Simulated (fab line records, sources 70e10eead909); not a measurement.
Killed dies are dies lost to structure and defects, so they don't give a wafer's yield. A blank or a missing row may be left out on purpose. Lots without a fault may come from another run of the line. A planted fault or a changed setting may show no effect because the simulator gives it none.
Chamber matching | flow nand_harc | NHARC_A_CHANNEL_HOLE_D1_DEP_01 on pecvd-04: 3 sister chambers
The step deposits SiON, target thk 140 nm. 24 wafers are shown with their chamber, then 12 later ones without.

WAFERS WITH THEIR CHAMBER
wafer  | chamber | heater_power_w (W)
L076.1 | 0       | 667
L076.2 | 2       | 869
L076.4 | 0       | 674
L075.2 | 2       | 859
L075.3 | 0       | 746
L075.4 | 1       | 796
L074.1 | 1       | 859
L074.5 | 2       | 758
L074.6 | 0       | 687
L079.2 | 2       | 838
L079.3 | 0       | 629
L079.6 | 0       | 654
L078.3 | 2       | 739
L078.5 | 1       | 918
L078.6 | 2       | 748
L080.1 | 1       | 863
L080.2 | 2       | 838
L080.6 | 0       | 733
L081.2 | 0       | 758
L081.3 | 2       | 742
L081.5 | 2       | 745
L084.1 | 1       | 751
L084.4 | 0       | 665
L084.5 | 1       | 784

SIGNATURES (means of the wafers above)
reading        | chamber 0 | chamber 1 | chamber 2 | scatter within a chamber
heater_power_w | 690.33    | 828.50    | 792.89    | 53.7
Rule: a wafer's distance from a chamber is the root of the sum, over the readings, of the square of ((its reading less the chamber's mean) divided by the reading's scatter). The wafer belongs to the nearest chamber; if the next one is less than 2 further off, it can't be placed. The scatter: the root of (the sum of the squares of (reading less its chamber's mean) over the shown wafers, divided by (wafers less chambers)).

WAFERS WITHOUT THEIR CHAMBER
wafer  | heater_power_w (W)
L087.2 | 723
L087.3 | 816
L087.4 | 708
L088.1 | 761
L088.4 | 813
L088.5 | 761
L091.2 | 758
L091.3 | 799
L091.4 | 768
L093.1 | 728
L093.5 | 868
L093.6 | 849

WHICH CHAMBER EACH WENT THROUGH
wafer  | from the rows above          | in truth
L087.2 | can't be placed: 0 or 2 or 1 | 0
L087.3 | can't be placed: 1 or 2      | 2
L087.4 | can't be placed: 0 or 2 or 1 | 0
L088.1 | can't be placed: 2 or 1 or 0 | 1
L088.4 | can't be placed: 1 or 2 or 0 | 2
L088.5 | can't be placed: 2 or 1 or 0 | 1
L091.2 | can't be placed: 2 or 0 or 1 | 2
L091.3 | can't be placed: 2 or 1 or 0 | 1
L091.4 | can't be placed: 2 or 1 or 0 | 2
L093.1 | can't be placed: 0 or 2 or 1 | 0
L093.5 | can't be placed: 1 or 2      | 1
L093.6 | can't be placed: 1 or 2      | 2
Placed correctly: 0 of 12. Can't be placed from these rows: 12 (the true chamber is among the candidates in 12). Placed wrongly: 0.
